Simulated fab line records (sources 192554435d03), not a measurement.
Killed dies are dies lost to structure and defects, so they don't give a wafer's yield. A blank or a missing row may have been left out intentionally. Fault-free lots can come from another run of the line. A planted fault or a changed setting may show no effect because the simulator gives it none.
Split-lot trial || flow n5 finfet || 21 wafers read across 7 lots, on a route 1938 steps long

== ABOUT THE SPLIT ==
At N5_BEOL_M13_ETCH_68 (etches SOC in N2/H2, time 355 s), the setting time s was moved away from the recipe's 355 s on 9 of the 21 wafers read, by -17.2% to +17.3%. All remaining wafers had this setting at the recipe value.

The split's own step is where the reading is taken.

== THE READING ==
SiARC_of_BEOL_M13_COAT_66.thk nm (the simulator's own value, which no gauge read), in nm, at N5_BEOL_M13_ETCH_68 (etches SOC in N2/H2, time 355 s). There is no usual value for it anywhere in the file. Here, 12 wafers ran the recipe; their average is 77.0 nm with a standard deviation of 0.4 nm.

{"wafer": "L081.2", "tool, chamber at the split": "rie diel-04, 2,0", "time s as run, s": 355, "against the recipe": "recipe", "SiARC_of_BEOL_M13_COAT_66.thk nm, nm": 77, "against lot-mates on the recipe": "-"}
{"wafer": "L081.3", "tool, chamber at the split": "rie diel-04, 2,0", "time s as run, s": 355, "against the recipe": "recipe", "SiARC_of_BEOL_M13_COAT_66.thk nm, nm": 77, "against lot-mates on the recipe": "-"}
{"wafer": "L081.4", "tool, chamber at the split": "rie diel-04, 1", "time s as run, s": 355, "against the recipe": "recipe", "SiARC_of_BEOL_M13_COAT_66.thk nm, nm": 77.8, "against lot-mates on the recipe": "-"}
{"wafer": "L082.1", "tool, chamber at the split": "rie diel-03, 0", "time s as run, s": 296.7, "against the recipe": "-16.4%", "SiARC_of_BEOL_M13_COAT_66.thk nm, nm": 82.2, "against lot-mates on the recipe": "+5.6"}
{"wafer": "L082.4", "tool, chamber at the split": "rie diel-03, 1", "time s as run, s": 355, "against the recipe": "recipe", "SiARC_of_BEOL_M13_COAT_66.thk nm, nm": 76.6, "against lot-mates on the recipe": "-"}
{"wafer": "L082.5", "tool, chamber at the split": "rie diel-03, 1", "time s as run, s": 296.7, "against the recipe": "-16.4%", "SiARC_of_BEOL_M13_COAT_66.thk nm, nm": 82, "against lot-mates on the recipe": "+5.4"}
{"wafer": "L083.1", "tool, chamber at the split": "rie diel-04, 0", "time s as run, s": 355, "against the recipe": "recipe", "SiARC_of_BEOL_M13_COAT_66.thk nm, nm": 76.8, "against lot-mates on the recipe": "-"}
{"wafer": "L083.4", "tool, chamber at the split": "rie diel-04, 0", "time s as run, s": 355, "against the recipe": "recipe", "SiARC_of_BEOL_M13_COAT_66.thk nm, nm": 76.8, "against lot-mates on the recipe": "-"}
{"wafer": "L083.6", "tool, chamber at the split": "rie diel-04, 2", "time s as run, s": 355, "against the recipe": "recipe", "SiARC_of_BEOL_M13_COAT_66.thk nm, nm": 77.2, "against lot-mates on the recipe": "-"}
{"wafer": "L089.2", "tool, chamber at the split": "rie diel-03, 2", "time s as run, s": 293.9, "against the recipe": "-17.2%", "SiARC_of_BEOL_M13_COAT_66.thk nm, nm": 82, "against lot-mates on the recipe": "+5.6"}
{"wafer": "L089.6", "tool, chamber at the split": "rie diel-03, 2", "time s as run, s": 293.9, "against the recipe": "-17.2%", "SiARC_of_BEOL_M13_COAT_66.thk nm, nm": 82, "against lot-mates on the recipe": "+5.6"}
{"wafer": "L089.3", "tool, chamber at the split": "rie diel-03, 3", "time s as run, s": 355, "against the recipe": "recipe", "SiARC_of_BEOL_M13_COAT_66.thk nm, nm": 76.4, "against lot-mates on the recipe": "-"}
{"wafer": "L092.4", "tool, chamber at the split": "rie diel-04, 2", "time s as run, s": 416.3, "against the recipe": "+17.3%", "SiARC_of_BEOL_M13_COAT_66.thk nm, nm": 71.8, "against lot-mates on the recipe": -5.0}
{"wafer": "L092.5", "tool, chamber at the split": "rie diel-04, 3,2", "time s as run, s": 355, "against the recipe": "recipe", "SiARC_of_BEOL_M13_COAT_66.thk nm, nm": 76.8, "against lot-mates on the recipe": "-"}
{"wafer": "L092.6", "tool, chamber at the split": "rie diel-04, 3,2", "time s as run, s": 355, "against the recipe": "recipe", "SiARC_of_BEOL_M13_COAT_66.thk nm, nm": 76.8, "against lot-mates on the recipe": "-"}
{"wafer": "L094.2", "tool, chamber at the split": "rie diel-04, 3", "time s as run, s": 380.6, "against the recipe": "+7.2%", "SiARC_of_BEOL_M13_COAT_66.thk nm, nm": 74, "against lot-mates on the recipe": -3.4}
{"wafer": "L094.4", "tool, chamber at the split": "rie diel-04, 1", "time s as run, s": 355, "against the recipe": "recipe", "SiARC_of_BEOL_M13_COAT_66.thk nm, nm": 77.4, "against lot-mates on the recipe": "-"}
{"wafer": "L094.6", "tool, chamber at the split": "rie diel-04, 0", "time s as run, s": 380.6, "against the recipe": "+7.2%", "SiARC_of_BEOL_M13_COAT_66.thk nm, nm": 74.8, "against lot-mates on the recipe": -2.6}
{"wafer": "L093.1", "tool, chamber at the split": "rie diel-04, 1", "time s as run, s": 355, "against the recipe": "recipe", "SiARC_of_BEOL_M13_COAT_66.thk nm, nm": 77.6, "against lot-mates on the recipe": "-"}
{"wafer": "L093.3", "tool, chamber at the split": "rie diel-04, 2", "time s as run, s": 412.6, "against the recipe": "+16.2%", "SiARC_of_BEOL_M13_COAT_66.thk nm, nm": 72, "against lot-mates on the recipe": -5.6}
{"wafer": "L093.5", "tool, chamber at the split": "rie diel-04, 1", "time s as run, s": 412.6, "against the recipe": "+16.2%", "SiARC_of_BEOL_M13_COAT_66.thk nm, nm": 72.2, "against lot-mates on the recipe": -5.4}
If several chambers appear in one row, that row covers several wafers at once and the file leaves open which wafer was in which chamber.

THE FIT
A straight line over all 21 wafers: SiARC_of_BEOL_M13_COAT_66.thk nm changes by -0.304 nm for each +1% of time s; r = -0.99; the points scatter about the line by 0.38 nm.
The same after taking each lot's own level away (the mean of its wafers on the recipe; 21 wafers): -0.331 nm for each +1%; r = -1.00; scatter 0.34 nm.
The reading moves by 5.7 nm for the largest change in time s, on that fit.
The span of the lots' own levels, 76.40 to 77.60 nm, comes to 3.0 times the standard deviation stated above.
The two slopes agree, so the slope changes little with the lot-to-lot level.
Check: with one of the wafers moved furthest among these (+17.3%) left out of the fit, the line predicts -5.93 nm for it against its lot-mates. Against them it came out at -5 nm.

== FURTHER SPLITS ON THESE WAFERS ==
Note: prior to the reading, these wafers also went through further splits. Each is held against what the fit with the lots' levels taken away leaves over:
{"other split on the same wafers": "N5_BEOL_M10_TRENCH_ETCH_37 time s", "wafers away from the commonest value": 5, "r with SiARC_of_BEOL_M13_COAT_66.thk nm (lot level and that fit taken away)": -0.13}
{"other split on the same wafers": "N5_BEOL_M11_CURE_72 time s", "wafers away from the commonest value": 6, "r with SiARC_of_BEOL_M13_COAT_66.thk nm (lot level and that fit taken away)": "+0.55"}
{"other split on the same wafers": "N5_BEOL_M11_ALD_74 ald cycles", "wafers away from the commonest value": 6, "r with SiARC_of_BEOL_M13_COAT_66.thk nm (lot level and that fit taken away)": -0.14}

== THE FILE'S OWN FIT ==
SiARC_of_BEOL_M13_COAT_66.thk nm changes by -0.326 nm for each +1% of time s, r = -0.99.
